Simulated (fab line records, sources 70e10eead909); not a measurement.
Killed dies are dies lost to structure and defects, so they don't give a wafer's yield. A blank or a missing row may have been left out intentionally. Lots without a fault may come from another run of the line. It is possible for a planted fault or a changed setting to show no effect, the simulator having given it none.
fab line records	flow nand_harc
[record] lots = 14	wafers = 42	last_day = 25
route steps=1159 shown A_SOURCE_PLATE@416 A_ONON_D1@432 A_CHANNEL_HOLE_D1@451 END@1159
lots untouched by any fault: they come from a run of this same line in which no faults occurred
start_h: hours from the record's first day to the start of the lot's first wafer shown	wait_h: hours since the lot's step before	" repeats the value in the row above	L1.1+2: a row that stands for several wafers	- value missing, or start not given	* or withheld: withheld	< > ~ a bound
route shown NAME@n: names a module that has steps shown in the file, with the first one's number in the route	usual: mean/standard deviation of fault-free wafers	same: alike in all rows	chamber/n: place in a boat	sites: the reading at each site	_std_site: standard deviation across them	_edge_site: inner sites' mean taken away from outer sites' mean	radius_mm: how far each site lies from the wafer's centre	mask NAME#n: copy n	behind: the most recent tool/chamber to have shaped the wafer	hold: what put the lot on hold/how long, in hours/how the hold closed	device: which transistor (n, p or np) failed to switch	end of line: the tests these same wafers got at the end of their route	a step without rows: its recipe alone	killed: not the wafer's yield, but the dies lost to structure and defects at the first sort	map: dies across one wafer; x = killed, . = not, _ = none there
set.NAME: the run value of the setting; set.NAME@STEP: its run value at that earlier step	model.NAME: the simulator's own value behind a step, which no gauge read
steps of the route over a sample of lots; a table a step, a row a wafer
services: a tool's chamber out of use, with start hour (start_h, from the record's first day; less than 0 if before it), hours out, and reason
[[steps]]
[step NHARC_A_SOURCE_PLATE_THK_MEAS_09]
[recipe] thk_meas_gauge = ellipsometry
[usual] thk_nm = 9.6/0.98
lot.wafer	tool	chamber	start_h	wait_h	thk_nm
L642.1	film_metro-01	-	162.26	0.4	8.9
L642.3	"	-	"	"	9.8
L642.5	"	-	"	"	9.4
L643.1	film_metro-02	-	162.26	0.4	8.9
L643.2	"	-	"	"	10.4
L643.6	"	-	"	"	8.6
L644.3	film_metro-01	-	171.06	0.4	9.1
L644.4	"	-	"	"	9.0
L644.6	"	-	"	"	10.7
L647.3	film_metro-01	-	185.06	0.4	9.7
L647.4	"	-	"	"	8.9
L647.6	"	-	"	"	9.9
L646.2	film_metro-02	-	185.06	0.4	8.6
L646.3	"	-	"	"	9.4
L646.4	"	-	"	"	9.3
L648.1	film_metro-02	-	195.61	0.4	8.9
L648.2	"	-	"	"	9.0
L648.5	"	-	"	"	8.0
L649.1	film_metro-01	-	201.85	0.4	10.0
L649.2	"	-	"	"	10.6
L649.5	"	-	"	"	9.0
L650.1	film_metro-02	-	207.44	0.4	9.6
L650.5	"	-	"	"	9.7
L650.6	"	-	"	"	10.6
L653.1	film_metro-02	-	236.85	0.4	8.7
L653.2	"	-	"	"	9.5
L653.3	"	-	"	"	9.9
L652.1	film_metro-02	-	236.86	0.4	8.9
L652.3	"	-	"	"	9.8
L652.5	"	-	"	"	10.6
L656.1	film_metro-02	-	245.92	0.4	10.2
L656.3	"	-	"	"	8.6
L656.5	"	-	"	"	8.5
L659.1	film_metro-02	-	256.38	0.4	10.2
L659.3	"	-	"	"	11.5
L659.4	"	-	"	"	9.7
L661.3	film_metro-01	-	272.11	0.4	10.6
L661.5	"	-	"	"	9.5
L661.6	"	-	"	"	8.7
L663.1	film_metro-02	-	281.96	0.4	9.1
L663.3	"	-	"	"	9.6
L663.4	"	-	"	"	9.5
[step NHARC_A_SOURCE_PLATE_THK_MEAS_06]
[recipe] thk_meas_gauge = ellipsometry
[usual] thk_nm = 200.1/2.3
lot.wafer	tool	chamber	start_h	wait_h	thk_nm
L642.1	film_metro-01	-	175.11	0.4	200.0
L642.3	"	-	"	"	199.3
L642.5	"	-	"	"	198.7
L643.1	film_metro-02	-	175.11	0.4	196.3
L643.2	"	-	"	"	197.4
L643.6	"	-	"	"	198.3
L644.3	film_metro-02	-	183.96	0.4	198.6
L644.4	"	-	"	"	198.0
L644.6	"	-	"	"	199.3
L647.3	film_metro-02	-	198.15	0.4	198.3
L647.4	"	-	"	"	200.6
L647.6	"	-	"	"	200.0
L646.2	film_metro-01	-	198.15	0.4	198.2
L646.3	"	-	"	"	196.3
L646.4	"	-	"	"	198.8
L648.1	film_metro-02	-	211.02	0.4	197.3
L648.2	"	-	"	"	195.7
L648.5	"	-	"	"	196.8
L649.1	film_metro-01	-	214.88	0.4	198.8
L649.2	"	-	"	"	198.2
L649.5	"	-	"	"	196.2
L650.1	film_metro-02	-	220.66	0.4	200.3
L650.5	"	-	"	"	203.1
L650.6	"	-	"	"	198.3
L653.1	film_metro-02	-	249.74	0.4	198.4
L653.2	"	-	"	"	200.6
L653.3	"	-	"	"	198.1
L652.1	film_metro-01	-	249.74	0.4	199.9
L652.3	"	-	"	"	200.8
L652.5	"	-	"	"	197.9
L656.1	film_metro-01	-	257.87	0.4	202.6
L656.3	"	-	"	"	202.3
L656.5	"	-	"	"	201.8
L659.1	film_metro-02	-	269.26	0.4	202.8
L659.3	"	-	"	"	202.0
L659.4	"	-	"	"	200.4
L661.3	film_metro-01	-	285.56	0.4	201.9
L661.5	"	-	"	"	201.4
L661.6	"	-	"	"	199.1
L663.1	film_metro-02	-	295.02	0.4	201.8
L663.3	"	-	"	"	202.9
L663.4	"	-	"	"	202.0
[step NHARC_A_ONON_D1_DEP_12]
[recipe] target_thk_a = 10000	n2_flow_sccm = 2750	n2o_flow_sccm = 2000	nh3_flow_sccm = 500	sih4_flow_sccm = 210	temp_c = 400
[usual] n2_flow_sccm = 2751/8.1
lot.wafer	tool	chamber	start_h	wait_h	n2_flow_sccm
L642.1	pecvd_onon-03	0	177.50	0.1	2760
L642.3	"	0	"	"	2758
L642.5	"	0	"	"	2740
L643.1	pecvd_onon-02	0	177.51	0.1	2763
L643.2	"	0	"	"	2767
L643.6	"	0	"	"	2764
L644.3	pecvd_onon-01	0	186.77	0.2	2759
L644.4	"	0	"	"	2761
L644.6	"	0	"	"	2752
L646.2	pecvd_onon-02	0	200.62	0.1	2752
L646.3	"	0	"	"	2743
L646.4	"	0	"	"	2745
L647.3	pecvd_onon-03	0	200.67	0.2	2765
L647.4	"	0	"	"	2751
L647.6	"	0	"	"	2751
L648.1	pecvd_onon-03	0	213.47	0.1	2742
L648.2	"	0	"	"	2734
L648.5	"	0	"	"	2735
L649.1	pecvd_onon-01	0	217.27	0.1	2755
L649.2	"	0	"	"	2748
L649.5	"	0	"	"	2752
L650.1	pecvd_onon-03	0	223.09	0.1	2753
L650.5	"	0	"	"	2756
L650.6	"	0	"	"	2750
L652.1	pecvd_onon-02	0	252.89	0.2	2755
L652.3	"	0	"	"	2755
L652.5	"	0	"	"	2764
L653.1	pecvd_onon-01	0	253.03	0.2	2749
L653.2	"	0	"	"	2745
L653.3	"	0	"	"	2759
L656.1	pecvd_onon-03	0	260.98	0.5	2764
L656.3	"	0	"	"	2753
L656.5	"	0	"	"	2754
L659.1	pecvd_onon-03	0	272.05	0.2	2752
L659.3	"	0	"	"	2748
L659.4	"	0	"	"	2739
L661.3	pecvd_onon-03	0	288.10	0.2	2737
L661.5	"	0	"	"	2741
L661.6	"	0	"	"	2745
L663.1	pecvd_onon-01	0	298.18	0.2	2744
L663.3	"	0	"	"	2740
L663.4	"	0	"	"	2765
[step NHARC_A_ONON_D1_THK_MEAS_14]
[recipe] thk_meas_gauge = ellipsometry
[usual] thk_nm = 1001/7.6
lot.wafer	tool	chamber	start_h	wait_h	thk_nm
L642.1	film_metro-02	-	178.02	-	1007
L642.3	"	-	"	"	1006
L642.5	"	-	"	"	1006
L643.1	film_metro-01	-	178.05	-	996
L643.2	"	-	"	"	998
L643.6	"	-	"	"	997
L644.3	film_metro-02	-	187.16	-	998
L644.4	"	-	"	"	996
L644.6	"	-	"	"	998
L647.3	film_metro-01	-	201.07	-	997
L647.4	"	-	"	"	995
L647.6	"	-	"	"	997
L646.2	film_metro-02	-	201.07	-	990
L646.3	"	-	"	"	988
L646.4	"	-	"	"	988
L648.1	film_metro-01	-	213.98	-	1008
L648.2	"	-	"	"	1009
L648.5	"	-	"	"	1008
L649.1	film_metro-01	-	217.78	-	996
L649.2	"	-	"	"	997
L649.5	"	-	"	"	993
L650.1	film_metro-02	-	223.60	-	999
L650.5	"	-	"	"	998
L650.6	"	-	"	"	1000
L652.1	film_metro-02	-	253.40	-	1013
L652.3	"	-	"	"	1013
L652.5	"	-	"	"	1014
L653.1	film_metro-01	-	253.55	-	996
L653.2	"	-	"	"	997
L653.3	"	-	"	"	996
L656.1	film_metro-01	-	261.49	-	985
L656.3	"	-	"	"	984
L656.5	"	-	"	"	985
L659.1	film_metro-01	-	272.57	-	1467
L659.3	"	-	"	"	1464
L659.4	"	-	"	"	1465
L661.3	film_metro-02	-	288.50	-	1465
L661.5	"	-	"	"	1463
L661.6	"	-	"	"	1463
L663.1	film_metro-02	-	298.69	-	1006
L663.3	"	-	"	"	1003
L663.4	"	-	"	"	1004
[step NHARC_A_CHANNEL_HOLE_D1_DEP_01]
[recipe] target_thk_a = 1400	target_thk_nm = 140	temp_c = 400	pressure_torr = 3.5	flow_sccm = 200	rf_w = 350	material = SiON
[usual] heater_power_w = 732/76
lot.wafer	tool	chamber	start_h	wait_h	heater_power_w
L643.2	pecvd-03	2	192.16	1.3	838
L643.1	"	1	"	"	770
L643.6	"	0	"	"	660
L642.1	pecvd-03	2	193.32	1.6	843
L642.3	"	1	"	"	845
L642.5	"	1	"	"	859
L644.3	pecvd-03	1	200.69	1.0	753
L644.4	"	2	"	"	692
L644.6	"	1	"	"	771
L647.3	pecvd-04	1	215.32	1.0	674
L647.6	"	2	"	"	763
L647.4	"	0	"	"	792
L646.3	pecvd-03	1	215.67	1.0	765
L646.2	"	0	"	"	655
L646.4	"	0	"	"	549
L648.1	pecvd-04	0	226.38	1.6	716
L648.2	"	1	"	"	639
L648.5	"	0	"	"	727
L649.2	pecvd-03	0	230.51	1.3	588
L649.1	"	2	"	"	816
L649.5	"	0	"	"	601
L650.1	pecvd-03	2	235.65	1.7	790
L650.5	"	2	"	"	784
L650.6	"	0	"	"	636
L652.1	pecvd-01	2	267.51	1.6	674
L652.3	"	0	"	"	687
L652.5	"	2	"	"	699
L653.2	pecvd-04	0	267.66	1.3	670
L653.3	"	1	"	"	682
L653.1	"	2	"	"	836
L656.3	pecvd-03	1	278.61	1.0	847
L656.1	"	0	"	"	624
L656.5	"	1	"	"	851
L663.1	pecvd-03	2	312.56	1.6	816
L663.3	"	0	"	"	702
L663.4	"	0	"	"	680
[step NHARC_END_SORT_01]
[recipe] temp_c = 25
[usual] killed_at_array = 29/10	killed_at_other = 0.7/1.1	killed_at_periphery = 3.3/2.4	killed_dies = 33/11	killed_open = 3.3/2	killed_short = 1.9/1.3
[same] gross_dies = 677
lot.wafer	tool	chamber	start_h	wait_h	killed_at_array	killed_at_other	killed_at_periphery	killed_dies	killed_open	killed_short
L659.1	prober-01	0	574.35	2.5	672	0	5	677	4	2
L659.3	prober-01	0	575.95	3.1	675	1	1	677	2	0
L659.4	prober-01	0	576.76	3.4	676	1	0	677	2	2
L661.3	prober-01	0	583.79	3.1	672	0	5	677	3	1
L661.5	prober-01	0	585.41	3.7	672	3	2	677	1	2
L661.6	prober-01	0	586.22	4.1	672	0	5	677	5	1
// killed by level:class
L659.1 A_ONON_D1:area_dep=652 A_CHANNEL_HOLE_D1:chamber_film_flake=7 A_CONTACT:chamber_film_flake=5 A_SLIT:chamber_film_flake=4 P_ZERO_WELL:chamber_film_flake=2 P_GATE:geometric_particle:open=1 P_CONTACT:geometric_particle:short=1 P_CONTACT:geometric_particle:open=1
L659.3 A_ONON_D1:area_dep=667 A_CHANNEL_HOLE_D1:chamber_film_flake=4 A_CONTACT:geometric_particle:open=2 A_SLIT:chamber_film_flake=2 P_BONDPAD:chamber_film_flake=1 THIN_TSV:chamber_film_flake=1
L659.4 A_ONON_D1:area_dep=661 A_CHANNEL_HOLE_D1:chamber_film_flake=5 A_CONTACT:chamber_film_flake=3 A_ONON_D1:geometric_particle:short=2 A_SLIT:chamber_film_flake=2 A_ONON_D1:geometric_particle:open=1 A_CONTACT:geometric_particle:open=1 A_STAIRCASE:chamber_film_flake=1
L661.3 A_ONON_D1:area_dep=627 A_CHANNEL_HOLE_D1:chamber_film_flake=20 A_SLIT:chamber_film_flake=19 P_ZERO_WELL:chamber_film_flake=2 P_M2:chamber_film_flake=2 A_STAIRCASE:chamber_film_flake=2 P_CONTACT:geometric_particle:short=1 A_CHANNEL_FILL_D1:geometric_particle:open=1
L661.5 A_ONON_D1:area_dep=626 A_CHANNEL_HOLE_D1:chamber_film_flake=22 A_SLIT:chamber_film_flake=18 THIN_TSV:chamber_film_flake=3 A_CONTACT:chamber_film_flake=2 A_STAIRCASE:chamber_film_flake=2 P_GATE:geometric_particle:open=1 A_SOURCE_PLATE:geometric_particle:short=1
L661.6 A_ONON_D1:area_dep=627 A_CHANNEL_HOLE_D1:chamber_film_flake=18 A_SLIT:chamber_film_flake=18 A_CONTACT:chamber_film_flake=3 A_M0:geometric_particle:open=2 P_ZERO_WELL:chamber_film_flake=2 P_STI:geometric_particle:open=1 P_M0:geometric_particle:open=1
[[services]]
tool	chamber	start_h	hours	kind
pecvd-04	-	195.00	13.0	pm
pecvd-04	0	195.00	13.0	vent_cycle
pecvd-04	1	195.00	13.0	vent_cycle
pecvd-04	2	195.00	13.0	vent_cycle
pecvd_onon-01	-	195.29	13.0	pm
pecvd-04	0	208.00	-	clean
pecvd-04	1	208.00	-	clean
pecvd-04	2	208.00	-	clean
pecvd-01	-	237.04	13.0	pm
pecvd-01	0	237.04	13.0	vent_cycle
pecvd-01	1	237.04	13.0	vent_cycle
pecvd-01	2	237.04	27.3	vent_cycle
pecvd-01	0	250.04	-	clean
pecvd-01	1	250.04	-	clean
pecvd-03	-	292.15	13.0	pm
pecvd-03	0	292.15	13.0	vent_cycle
pecvd-03	1	292.15	13.0	vent_cycle
pecvd-03	2	292.15	13.0	vent_cycle
pecvd_onon-02	-	292.18	13.0	pm
pecvd-03	0	305.15	-	clean
pecvd-03	1	305.15	-	clean
pecvd-03	2	305.15	-	clean
[[key]]
[first_sign] step = NHARC_A_ONON_D1_THK_MEAS_14	reading = thk_nm	direction = up	sigmas = 61	usual = 1001	struck = 1465
[effect] step = NHARC_END_SORT_01	reading = killed_at_array	direction = up	sigmas = 63	usual = 29	struck = 673
[more_kills_born_at] NHARC_A_ONON_D1_DEP_12@pecvd_onon-03 = 3860
met_at NHARC_A_ONON_D1_DEP_12
struck_lots L659,L661
struck_wafers L659.1,L659.3,L659.4,L661.3,L661.5,L661.6
later_rows_left_out L659.1,L659.3,L659.4,L661.3,L661.5,L661.6
tester_left_out L659,L661
not_acting_at NHARC_A_SOURCE_PLATE_THK_MEAS_09,NHARC_A_SOURCE_PLATE_THK_MEAS_06,NHARC_A_CHANNEL_HOLE_D1_DEP_01
onset_between 260.98 272.05
[fault] kind = process_parameter_drift	tool = pecvd_onon-03	chamber = 0	onset_h = 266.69	steps = NHARC_A_ONON_D1_DEP_12	channel = target_thk_a	offset = *	shape = step	end_h = 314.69	acts_in = *	stated = *
// tester_left_out: of these lots the tester's yield and bins aren't shown, on N5 and GAA mostly nor the transistor test; their killed dies are dies lost to structure and defects alone, not to doping, threshold or leakage, so they don't give the yield
// later_rows_left_out: the simulator's readings of these wafers behind a module that went badly wrong aren't trusted and aren't shown, but for the sort
